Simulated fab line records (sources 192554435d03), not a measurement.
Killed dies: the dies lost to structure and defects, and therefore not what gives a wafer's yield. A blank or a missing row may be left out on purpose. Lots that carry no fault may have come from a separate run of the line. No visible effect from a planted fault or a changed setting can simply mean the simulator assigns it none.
8D (eight disciplines) problem report, filled in by code    flow n5_finfet    the parts of the form that need people (team, actions taken, sign-off) are left out

== 1. WHAT IS WRONG ==
Mean of chamber_pressure_pa at N5_BEOL_M4_SPUTTER_79: 0.08603 Pa across 2 wafers in 2 lots; on wafers with no fault it is 0.07002 Pa (standard deviation 0.00013). So: +99 or more standard deviations from the usual mean.
The step: material Cu, target thk 4.5 nm, time 8.29 s.
First observed at day 10 01:05: wafer L629.5, on pvd_sputter-01. At this step, 30 wafers from 10 lots have a number in the record. Rule for "out" (also "out of limits"): further than 4 standard deviations from the usual mean. The rest of the wafers with a number are treated as sound.

== 2. WHAT IT IS AND WHAT IT IS NOT ==
question                     is                                       is not
which readings at this step  chamber_pressure_pa, throttle_valve_pct  -
which lots                   L629, L630                               L622, L627, L628, L631, L636, L638, L640, L641
which wafers of those lots   L629.5, L630.3                           L629.1, L629.6, L630.2, L630.4
read on which tools          pvd_sputter-01                           pvd_sputter-02, pvd_sputter-03
when                         from day 10 01:05                        up to then (11 sound wafers); but 17 sound wafers of L630, L631, L636, L638, L640, L641 came after

== 3. THE SUSPECTS, EACH WITH WHAT RULES IT OUT ==
Counting: any tool at a process step up to the reading remains a suspect provided it ran every lot that is out. Sound lots after the first of them don't rule it out here, since some wafers of a struck lot are sound.
- ald_metal-03 at N5_BEOL_M4_ALD_84 (deposits TaN, pulse time 2 s, purge time 3 s, co reactant purge time 2 s): kept. It ran every lot that is out, first L629 (day 10 00:25); its last sound lot up to then is L622 (day 8 03:58).
- pvd_sputter-01 at N5_BEOL_M4_ANNEAL_49 (time 240 s): kept. It ran every lot that is out, first L629 (day 10 00:56).
- pvd_sputter-01 at N5_BEOL_M4_SPUTTER_79 (material Cu, target thk 4.5 nm, time 8.29 s): kept. It ran every lot that is out, first L629 (day 10 01:05). Its own readings are out on those wafers: chamber_pressure_pa, throttle_valve_pct.
- In ald_metal-03 at N5_BEOL_M4_ALD_84, the wafers that are out were processed in chamber 0 and their sound lot-mates in chambers 1, 2, 3.
The count leaves ald_metal-03 at N5_BEOL_M4_ALD_84, pvd_sputter-01 at N5_BEOL_M4_ANNEAL_49, and pvd_sputter-01 at N5_BEOL_M4_SPUTTER_79.

== 4. THE CAUSE (what the simulator had put in) ==
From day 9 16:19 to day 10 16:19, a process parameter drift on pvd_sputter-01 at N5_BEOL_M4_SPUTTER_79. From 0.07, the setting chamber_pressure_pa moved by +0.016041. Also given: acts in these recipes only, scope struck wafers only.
Counting leaves 3 suspects; this tool is one of them.

== 5. THE EFFECT CHAIN, in route order ==
One row per reading whose mean, taken over the struck wafers that have a number, lies over 3 standard deviations from the usual. Scope: only readings with a usual standard deviation given in the record; hours: median across lots of the time from each lot's start at the first step in this table that gives one to its start at this step; sigmas: change in usual standard deviations.
hours  step                   reading              usual       on struck wafers  change    sigmas
0      N5_BEOL_M4_SPUTTER_79  chamber_pressure_pa  0.07002 Pa  0.08603           +0.01601  +99 or more
0      N5_BEOL_M4_SPUTTER_79  throttle_valve_pct   30.0 %      27.5              -2.5      -4.3
Its process steps:
- N5_BEOL_M4_SPUTTER_79: material Cu, target thk 4.5 nm, time 8.29 s.
Later steps that measure or inspect, where all struck wafers having a row at the step show a number for every such reading and not one has moved that far: N5_BEOL_M4_RC_MEAS_101.

== 6. HOW IT WOULD HAVE BEEN CAUGHT EARLIER ==
In this record the first reading out of limits was taken at day 10 01:05, 9 hours after the fault began at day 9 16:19.
